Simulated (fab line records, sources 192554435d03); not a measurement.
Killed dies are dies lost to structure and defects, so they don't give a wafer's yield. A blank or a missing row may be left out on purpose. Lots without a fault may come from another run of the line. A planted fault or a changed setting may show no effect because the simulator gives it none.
Chamber matching | flow n5_finfet | N5_MIM_BOT_LITHO_DESCUM_10 on rie_diel-05: 4 sister chambers
The step chemistry O2, time 7.9 s. 16 wafers are shown with their chamber, then 8 later ones without.

WAFERS WITH THEIR CHAMBER
wafer  | chamber | drypump_motor_current_A (A) | throttle_valve_pct (%) | showerhead_plenum_p_Torr (Torr)
L597.2 | 0       | 5.1                         | 20.44                  | 2.22
L597.3 | 2       | 5.8                         | 19.87                  | 2.13
L597.4 | 3       | 5.9                         | 20.22                  | 2.06
L602.1 | 2       | 5.8                         | 19.88                  | 2.12
L602.4 | 1       | 5.7                         | 20.25                  | 2.17
L602.6 | 2       | 5.8                         | 19.88                  | 2.12
L601.1 | 2       | 5.8                         | 19.88                  | 2.12
L601.4 | 0       | 5.1                         | 20.46                  | 2.21
L601.5 | 2       | 5.8                         | 19.89                  | 2.12
L603.3 | 2       | 5.8                         | 19.88                  | 2.12
L603.4 | 3       | 5.9                         | 20.24                  | 2.05
L603.5 | 3       | 5.9                         | 20.25                  | 2.05
L605.1 | 2       | 5.8                         | 19.90                  | 2.12
L605.4 | 1       | 5.6                         | 20.26                  | 2.16
L605.6 | 1       | 5.7                         | 20.27                  | 2.16
L608.3 | 1       | 5.6                         | 20.28                  | 2.16

SIGNATURES (means of the wafers above)
reading                  | chamber 0 | chamber 1 | chamber 2 | chamber 3 | scatter within a chamber
drypump_motor_current_A  | 5.100     | 5.650     | 5.800     | 5.900     | 0.0289
throttle_valve_pct       | 20.4500   | 20.2650   | 19.8829   | 20.2367   | 0.0119
showerhead_plenum_p_Torr | 2.2150    | 2.1625    | 2.1214    | 2.0533    | 0.00481
Rule: a wafer's distance from a chamber is the root of the sum, over the readings, of the square of ((its reading less the chamber's mean) divided by the reading's scatter). The wafer belongs to the nearest chamber; if the next one is less than 2 further off, it can't be placed. The scatter: the root of (the sum of the squares of (reading less its chamber's mean) over the shown wafers, divided by (wafers less chambers)).

WAFERS WITHOUT THEIR CHAMBER
wafer  | drypump_motor_current_A (A) | throttle_valve_pct (%) | showerhead_plenum_p_Torr (Torr)
L608.5 | 5.7                         | 20.27                  | 2.16
L608.6 | 5.8                         | 19.92                  | 2.12
L617.1 | 5.1                         | 20.50                  | 2.20
L617.3 | 5.8                         | 19.94                  | 2.11
L617.4 | 5.8                         | 19.96                  | 2.11
L619.1 | 5.6                         | 20.31                  | 2.15
L619.3 | 5.0                         | 20.51                  | 2.20
L619.6 | 5.7                         | 20.31                  | 2.15

WHICH CHAMBER EACH WENT THROUGH
wafer  | from the rows above | in truth
L608.5 | 1                   | 1
L608.6 | 2                   | 2
L617.1 | 0                   | 0
L617.3 | 2                   | 2
L617.4 | 2                   | 2
L619.1 | 1                   | 1
L619.3 | 0                   | 0
L619.6 | 1                   | 1
Placed correctly: 8 of 8. Can't be placed from these rows: 0. Placed wrongly: 0.
